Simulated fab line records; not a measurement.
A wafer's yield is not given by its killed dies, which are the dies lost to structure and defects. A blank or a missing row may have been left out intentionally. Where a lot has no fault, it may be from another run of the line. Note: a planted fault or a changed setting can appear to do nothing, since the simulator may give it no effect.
Chamber matching ; flow nand harc ; NHARC_P_CONTACT_DEP_30 on pecvd-03: 3 sister chambers
The step deposits SiNx, target thk 30 nm. 6 wafers are shown with their chamber, then 7 later ones without.

## WAFERS PAIRED WITH THEIR CHAMBERS
wafer;chamber;heater power w (W)
L086.3;1;747
L086.5;1;751
L087.3;2;613
L087.5;2;601
L085.3;0;702
L085.4;0;717

## WAFERS MISSING THEIR CHAMBER
wafer;heater power w (W)
L085.5;720
L094.2;688
L094.4;722
L094.6;663
L097.1;713
L097.2;686
L097.5;700

## WHICH CHAMBER EACH ONE RAN IN
wafer;from the rows above;in truth
L085.5;0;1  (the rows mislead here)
L094.2;0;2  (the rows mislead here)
L094.4;can't be placed: 0 or 1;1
L094.6;can't be placed: 0 or 2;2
L097.1;0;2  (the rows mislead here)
L097.2;0;0
L097.5;0;0
Correctly placed: 2 of 7. Not placeable from these rows: 2 (in 2, the candidates include the true chamber). Placed wrongly: 3.
How it was worked out, from the rows above alone: a wafer's distance from a chamber is the root of the sum, over the readings, of the square of ((its reading less the chamber's mean) divided by the reading's scatter). The wafer belongs to the nearest chamber; if the next one is less than 2 further off, it can't be placed. A chamber's mean is the mean of its shown wafers. How the scatter is found: for the shown wafers, subtract from each reading the mean of its chamber, square and add these, divide the total by (wafers less chambers), then take the root.
